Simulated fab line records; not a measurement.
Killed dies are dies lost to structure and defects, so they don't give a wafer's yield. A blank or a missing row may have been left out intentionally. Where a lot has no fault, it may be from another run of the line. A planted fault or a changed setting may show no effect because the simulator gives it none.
Split-lot trial -- flow n5-finfet -- 21 wafers read from 7 lots, route of 1938 steps

## THE SPLIT
At N5_HKMG_FIN_COAT_06 (resist thk 90 nm), the setting spin-rpm was moved away from the recipe's 1500 rpm on 5 of the 21 wafers read, by -8.4% to -3.8%. This setting was run at the recipe's value on the other wafers.

## FROM THE SPLIT ON TO THE READING: in between, the file shows 1 step
- N5_HKMG_FIN_PEB_10: peb time 60 s (also split here: peb-time-s)

## THE READING
CAR-ArF_of_HKMG_FIN_COAT_06.thk-nm (the simulator's own value, which no gauge read), in nm, at N5_HKMG_FIN_DEVELOP_11 (develop time 30 s). The file does not state a usual value for it. The 16 wafers here that ran the recipe average 88.4 nm, standard deviation 0.19 nm.

wafer,"tool, chamber at the split","spin-rpm as run, rpm",against the recipe,"CAR-ArF_of_HKMG_FIN_COAT_06.thk-nm, nm",against lot-mates on the recipe
L075.4,"litho-track-05, 0",1500,recipe,88.4,-
L075.5,"litho-track-05, 0",1500,recipe,88.4,-
L075.6,"litho-track-05, 0",1374,-8.4%,92.4,+4.0
L076.1,"litho-track-05, 0",1500,recipe,88.4,-
L076.3,"litho-track-05, 0",1500,recipe,88.4,-
L076.6,"litho-track-05, 0",1500,recipe,88.2,-
L077.1,"litho-track-05, 0",1500,recipe,88.2,-
L077.2,"litho-track-05, 0",1443,-3.8%,89.8,+1.6
L077.5,"litho-track-05, 0",1443,-3.8%,89.8,+1.6
L078.1,"litho-track-02, 0",1500,recipe,88.2,-
L078.4,"litho-track-02, 0",1391,-7.3%,91.8,+3.6
L078.5,"litho-track-02, 0",1391,-7.3%,92,+3.8
L092.3,"litho-track-05, 0",1500,recipe,88.2,-
L092.5,"litho-track-05, 0",1500,recipe,88.2,-
L092.4,"litho-track-05, 0",1500,recipe,88.6,-
L095.3,"litho-track-04, 0",1500,recipe,88.4,-
L095.4,"litho-track-04, 0",1500,recipe,88.2,-
L095.5,"litho-track-04, 0",1500,recipe,88.2,-
L096.1,"litho-track-04, 0",1500,recipe,88.8,-
L096.2,"litho-track-04, 0",1500,recipe,88.6,-
L096.4,"litho-track-04, 0",1500,recipe,88.6,-

FIT RESULTS
A straight line over all 21 wafers: CAR-ArF_of_HKMG_FIN_COAT_06.thk-nm changes by -0.471 nm for each +1% of spin-rpm; r = -0.99; the points scatter about the line by 0.21 nm.
The same after taking each lot's own level away (the mean of its wafers on the recipe; 21 wafers): -0.487 nm for each +1%; r = -0.99; scatter 0.14 nm.
According to that fit, moving spin-rpm by its largest amount changes the reading by 4.1 nm.
From 88.20 to 88.67 nm: that is the span of the lots' own levels, equal to 2.5 times the standard deviation above.
The two slopes agree, so the slope changes little with the lot-to-lot level.
Check: +4.12 nm against its lot-mates is what the line predicts for one of the wafers moved furthest among these (-8.4%) when that wafer is left out of the fit. It came out at +4 nm against them.

## FURTHER SPLITS ON THESE WAFERS
Other splits were also applied to these wafers ahead of the reading. Each is held against what the fit with the lots' levels taken away leaves over:
other split on the same wafers,wafers away from the commonest value,r with CAR-ArF_of_HKMG_FIN_COAT_06.thk-nm (lot level and that fit taken away)
N5_SD_EPI_P_COAT_03 spin-rpm,7,+0.25
N5_HKMG_FIN_ETCH_54 source-w,7,-0.03
N5_HKMG_FIN_ETCH_58 source-w,7,-0.24
N5_HKMG_FIN_PEB_10 peb-time-s,3,-0.15

## THE WHOLE CHAIN: every reading that the file lists as answering this split, in the file's order
step,what it does,reading,change (the file's fit),r (the file's)
N5_HKMG_FIN_COAT_06,resist thk 90 nm,"CAR-ArF_of_HKMG_FIN_COAT_06.thk-nm (the simulator's own value, which no gauge read)",-0.495 nm for each +1% of the setting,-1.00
N5_HKMG_FIN_DEVELOP_11,develop time 30 s,"CAR-ArF_of_HKMG_FIN_COAT_06.thk-nm (the simulator's own value, which no gauge read)",-0.483 nm for each +1% of the setting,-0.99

## THE FILE'S OWN FIT
CAR-ArF_of_HKMG_FIN_COAT_06.thk-nm changes by -0.483 nm for each +1% of spin-rpm, r = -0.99.
